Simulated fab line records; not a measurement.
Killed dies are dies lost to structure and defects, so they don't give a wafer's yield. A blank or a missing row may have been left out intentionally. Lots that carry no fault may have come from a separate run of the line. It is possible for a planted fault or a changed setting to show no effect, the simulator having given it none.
Which tool is to blame? | flow nand harc | 42 wafers sampled from 14 lots at 1 step of a route of 1302

## WHAT THE GAUGES SHOWED, per wafer
NHARC_A_SLIT_OVL_MEAS_10.
lot  | measured     | on         | overlay x nm (nm) | overlay y nm (nm)
L466 | day 20 02:00 | overlay-01 | 0.9 0.6 0.8       | -0.5 0.2 -0.2
L468 | day 20 12:38 | overlay-01 | 0.3 0.0 -0.1      | -0.7 -0.5 -1.3
L467 | day 20 13:55 | overlay-02 | -0.5 -1.0 -0.5    | 0.4 0.5 -0.1
L469 | day 21 02:14 | overlay-01 | 0.3 0.5 0.8       | 0.1 -0.1 0.1
L471 | day 21 02:23 | overlay-02 | 1.5 1.3 1.5       | 0.3 0.3 0.8
L470 | day 21 08:23 | overlay-01 | 1.0 0.8 1.1       | 0.9 1.1 1.0
L472 | day 22 02:10 | overlay-01 | 0.0 0.5 -0.1      | 0.5 0.4 0.8
L475 | day 23 09:27 | overlay-01 | 0.3 0.3 0.3       | 1.0 1.2 0.7
L473 | day 23 09:39 | overlay-02 | -1.2 -0.8 -0.5    | 0.0 0.5 0.9
L476 | day 24 04:27 | overlay-02 | 0.4 0.4 0.6       | -0.1 0.0 0.5
L478 | day 25 02:35 | overlay-01 | -0.6 -0.6 -1.0    | -0.9 0.0 -0.3
L479 | day 25 03:50 | overlay-01 | -0.9 -1.0 -1.1    | -1.4 -1.5 -1.0
L488 | day 29 09:32 | overlay-02 | 0.5 1.0 0.6       | -0.3 -0.4 0.1
L489 | day 29 20:01 | overlay-02 | 0.4 0.3 0.5       | -1.7 -2.4 -2.3

## WHICH TOOL RAN EACH LOT (tool, then ch and the chambers of the sampled wafers, then the start)
No process step before these readings appears in the record.

## AS READ BY THE TOOLS THEMSELVES (means over the sampled wafers that have a number; for cases with no such wafer, the mark the record gives instead)
The record holds no such reading with a usual standard deviation.

## THE ANSWER, worked out from the rows above alone
Rule: the lots themselves supply what counts as usual. The widest of any qualifying gaps counts: lots, ordered by their means at a reading, are off when they make up no more than a third of the lots, leave a main group of 4 or more, and stand apart from it by 3 or more times the standard deviation of that group's means. A main group is skipped when, at the precision printed for the reading in the tables above, its means are all equal. A lot without any number at a reading at which 4 lots or more have one is off too. All remaining lots with rows at the step are treated as sound. Order of review: gauges by route order, followed by the tools' own readings, for which a lot's mean as printed above is used. The first step at which some lot is off is used, and at that step the reading that is off furthest; a lot without a number counts as furthest.
Across all readings shown, no lot is off: no conclusion can be drawn from this.

## WHAT THE SIMULATOR HAD PUT IN
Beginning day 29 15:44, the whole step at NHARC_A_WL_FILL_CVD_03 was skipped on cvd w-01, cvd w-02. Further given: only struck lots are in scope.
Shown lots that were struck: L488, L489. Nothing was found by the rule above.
